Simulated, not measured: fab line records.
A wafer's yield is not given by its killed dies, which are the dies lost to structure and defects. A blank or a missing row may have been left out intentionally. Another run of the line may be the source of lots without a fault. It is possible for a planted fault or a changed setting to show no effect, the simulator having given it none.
Comparing a struck lot with a sound one || flow nandHarc || 26 steps out of a route of 1159
Sound: wafers L605.1, L605.4, L605.6. Struck: wafers L618.1, L618.2 (left out: L618.4, a lot-mate that was not struck); the cause follows at the end.
For every step that has rows: the tool of each side, followed by ch and its chambers, followed by its first start. Under that, the readings that differ: sound wafers || struck wafers || difference of the means || sigmas: that difference in standard deviations of wafers without a fault.
alike: readings whose means differ by less than 2 such deviations, and words and numbers that are the same on both sides. not compared: withheld readings, readings that some wafer has no value for, bounds like >300 that may hide the same value, and numbers for which the record gives no deviation and whose values overlap.
A row with sigmas, a row that says differs or no value, or rows on one side alone: a step with any of these is where the two part. When numbers do not overlap yet have no deviation, they are printed without sigmas and do not part them. Lack of a reading on every wafer of one side parts them only where that side has two or more wafers.

NHARC_P_ZERO_WELL_INSPECT_43:
  sound on defectInspect-02, day 2 01:38; struck on defectInspect-01, day 5 07:36
  alike: rawDefectCount
then, 11 steps without rows for these wafers: NHARC_P_STI_ETCH_26 (etches SiO2 in dHF, target depth 11 nm); NHARC_P_STI_PRECLEAN_27 (cleans in SC1); NHARC_P_STI_SRD_28; NHARC_P_STI_OXIDE_29 (material SiO2, target thk 10 nm, ox time 1362 s); NHARC_P_STI_HM_DEP_30 (deposits Si3N4, target thk 80 nm, time 873 s); NHARC_P_STI_DEHYDRATE_01 (time 120 s); NHARC_P_STI_HMDS_02 (time 30 s); NHARC_P_STI_COAT_41 (time 65 s); NHARC_P_STI_COAT_03 (resist thk 600 nm); NHARC_P_STI_SOFTBAKE_04 (time 70 s); NHARC_P_STI_EBR_05.
NHARC_P_STI_EXPOSE_06: exposes mask P STI, target cd 200 nm.
  sound on krfScanner-01 ch 0, day 2 18:13; struck on krfScanner-04 ch 0, day 6 00:57
  alike: mask
then, 2 steps without rows for these wafers: NHARC_P_STI_PEB_07 (peb time 80 s); NHARC_P_STI_DEVELOP_08 (time 50 s).
NHARC_P_STI_CD_MEAS_09 targets a cd of 200 nm.
  sound on cdSem-03 ch 0, day 2 18:22; struck on cdSem-02 ch 0, day 6 01:06
{"reading": "cdNm (nm)", "sound": "199.5 198.5 199.7", "struck": "194.5 194.8", "difference": -4.6, "sigmas": -2}
NHARC_P_STI_OVL_MEAS_10:
  sound on overlay-01, day 2 18:27; struck on overlay-01, day 6 01:11
  alike: overlayXNm, overlayYNm
NHARC_P_STI_INSPECT_11:
  sound on defectInspect-01, day 2 18:29; struck on defectInspect-02, day 6 01:14
  alike: rawDefectCount
then, 1 step without rows for these wafers: NHARC_P_STI_HARDBAKE_13 (time 65 s).
NHARC_P_STI_DESCUM_14: chemistry O2, time 3 s.
  sound on rieDiel-06 ch 0,2,3, day 2 18:38; struck on rieDiel-06 ch 1,2, day 6 01:22
{"reading": "model.P_STI.cdNm (nm)", "sound": "200 198.5 199.6", "struck": "194 194.8", "difference": -5, "sigmas": ""}
  alike: chamberPressureMTorr, drypumpMotorCurrentA, oesProductAu, rfVppV, showerheadPlenumPTorr, throttleValvePct
  not compared: rfHoursCounterH
NHARC_P_STI_ETCH_42: etches the open film in N2/H2, target depth 80 nm, overetch 24 nm, time 61 s.
  sound on rieDiel-06 ch 0,1,3, day 2 19:14; struck on rieDiel-06 ch 1,3, day 6 01:28
  alike: chamberPressureMTorr, drypumpMotorCurrentA, oesProductAu, rfVppV, showerheadPlenumPTorr, throttleValvePct
  not compared: rfHoursCounterH
NHARC_P_STI_ETCH_31: etches the open film in CF4/CHF3, target depth 108.9 nm, time 54.5 s.
  sound on rieDiel-06 ch 0,3; struck on rieDiel-06 ch 1,2
{"reading": "oesProductAu (a.u.)", "sound": "0.933 0.931 0.920", "struck": "0.975 0.970", "difference": "+0.044", "sigmas": "+2"}
{"reading": "rfVppV (V)", "sound": "369.9 375.0 374.3", "struck": "366.4 369.0", "difference": -5.4, "sigmas": -2}
{"reading": "showerheadPlenumPTorr (Torr)", "sound": "1.57 1.69 1.69", "struck": "1.47 1.51", "difference": -0.16, "sigmas": -2}
  alike: chamberPressureMTorr, drypumpMotorCurrentA, throttleValvePct
  not compared: rfHoursCounterH
NHARC_P_STI_ETCH_15: etches the open film in HBr/Cl2, target depth 300 nm, time 100.1 s.
  sound on rieSi-04 ch 0,1,3, day 2 19:25; struck on rieSi-04 ch 0,2, day 6 01:43
{"reading": "model.P_STI.cdNm (nm)", "sound": "201 198.6 198.4", "struck": "194.1 192.2", "difference": -6.2, "sigmas": ""}
  alike: chamberPressureMTorr, drypumpMotorCurrentA, heBacksideLeakSccm, oesProductAu, throttleValvePct
  not compared: rfHoursCounterH
NHARC_P_STI_CD_MEAS_16:
  sound on cdSem-03, day 2 19:34; struck on cdSem-03, day 6 01:53
{"reading": "cdNm (nm)", "sound": "200.8 198.6 198.3", "struck": "194.2 192.1", "difference": -6.1, "sigmas": -3}
NHARC_P_STI_OCD_MEAS_17:
  sound on ocd-02, day 2 19:40; struck on ocd-02, day 6 01:58
{"reading": "trenchFootCdNm (nm)", "sound": "158.3 156.4 158.2", "struck": "152.5 152.8", "difference": -5.0, "sigmas": -2}
  alike: trenchDepthNm
then, 1 step without rows for these wafers: NHARC_P_STI_STRIP_19 (strips in SPM, time 900 s).

## WHERE THEY PART
At NHARC_P_STI_CD_MEAS_09 first; at NHARC_P_STI_OCD_MEAS_17 last (within this record only).

WHY: what the simulator had put in
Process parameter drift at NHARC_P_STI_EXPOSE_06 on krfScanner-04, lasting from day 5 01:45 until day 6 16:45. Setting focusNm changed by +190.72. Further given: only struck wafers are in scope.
